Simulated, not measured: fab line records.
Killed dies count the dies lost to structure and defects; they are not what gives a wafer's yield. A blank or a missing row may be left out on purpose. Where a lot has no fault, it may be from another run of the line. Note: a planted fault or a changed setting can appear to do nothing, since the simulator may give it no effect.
2 desks looking at one fault ; flow n5_finfet ; numbers are kept per desk, each desk with only its own; the story behind them comes last

== THE DEFECT DESK ==
Inspection counts along the route, by lot: the mean over sampled wafers that carry a number. Any lot whose mean is over 4 standard deviations away from the usual mean is out of limits and marked OUT; that distance is given in the brackets.
Columns: A = raw_defect_count at N5_STI_FIN_REVEAL_INSPECT_13, usual 11
lot;first seen here;A
L799;day 2 21:26;10
L802;day 3 14:37;6
L803;day 3 20:21;5
L805;day 4 07:59;8
L808;day 5 01:58;219 (+42) OUT
L817;day 7 07:49;11
L819;day 7 19:22;9
L820;day 8 00:48;16
L821;day 8 06:29;14
This desk's verdict: out of limits on L808, starting with L808 at day 5 01:58 (raw_defect_count at N5_STI_FIN_REVEAL_INSPECT_13). L799, L802, L803, L805, L817, L819, L820, L821 stayed within limits.

== THE METROLOGY DESK ==
Means of the sampled wafers that have a number, per lot and without regard to the tool the lot ran on: this is what the gauges read. Any lot whose mean is over 4 standard deviations away from the usual mean is out of limits and marked OUT; that distance is given in the brackets. Only the readings that lie furthest out on some lot appear, 7 of the 10 it has.
Columns: A = DIBL_N at N5_BEOL_M4_RC_MEAS_101, usual 36.3 mV/V; B = DIBL_P at N5_BEOL_M4_RC_MEAS_101, usual 36.2 mV/V; C = IOFF_P at N5_BEOL_M4_RC_MEAS_101, usual 0.211 nA/um; D = ION_P at N5_BEOL_M4_RC_MEAS_101, usual 463 uA/um; E = SS_N at N5_BEOL_M4_RC_MEAS_101, usual 71.4 mV/dec; F = SS_P at N5_BEOL_M4_RC_MEAS_101, usual 73.3 mV/dec; G = VT_P at N5_BEOL_M4_RC_MEAS_101, usual -250.1 mV
lot;first seen here;A;B;C;D;E;F;G
L799;day 8 13:32;38.5;37.8;0.238;467;72.1;73.6;-247.3
L802;day 8 21:04;36.7;37.6;0.200;463;71.1;72.6;-252.1
L803;day 9 00:44;36.1;36.3;0.170;452;71.5;73.9;-256.3
L805;day 9 22:33;36.5;34.7;0.198;466;70.9;73.0;-249.6
L808;day 11 04:47;35.9;35.0;0.191;461;71.1;73.0;-249.3
L817;day 12 12:07;34.8;33.8;0.179;458;70.7;72.8;-253.0
L819;day 13 12:47;35.1;36.8;0.212;464;70.9;73.3;-249.7
L820;day 13 20:19;36.7;37.2;0.235;469;71.9;73.9;-248.5
L821;day 14 01:29;36.3;36.0;0.210;459;71.4;73.8;-250.1
This desk found nothing out of limits on any of the 9 lots.

== ALL TOGETHER ==
The defect desk could have raised an alarm at day 5 01:58, on L808.
From the metrology desk's view, nothing was out of limits.
The metrology desk has L808 on record, within its limits.
All the named lots went through N5_STI_FIN_REVEAL_PRECLEAN_29 on wet_bench-05.

== WHAT HAD BEEN PUT IN BY THE SIMULATOR ==
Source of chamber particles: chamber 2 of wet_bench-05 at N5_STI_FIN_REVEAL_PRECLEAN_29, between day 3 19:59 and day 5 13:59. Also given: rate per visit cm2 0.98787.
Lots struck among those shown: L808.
Hours from the fault's start to each desk's first reading out of limits: the defect desk, 30.
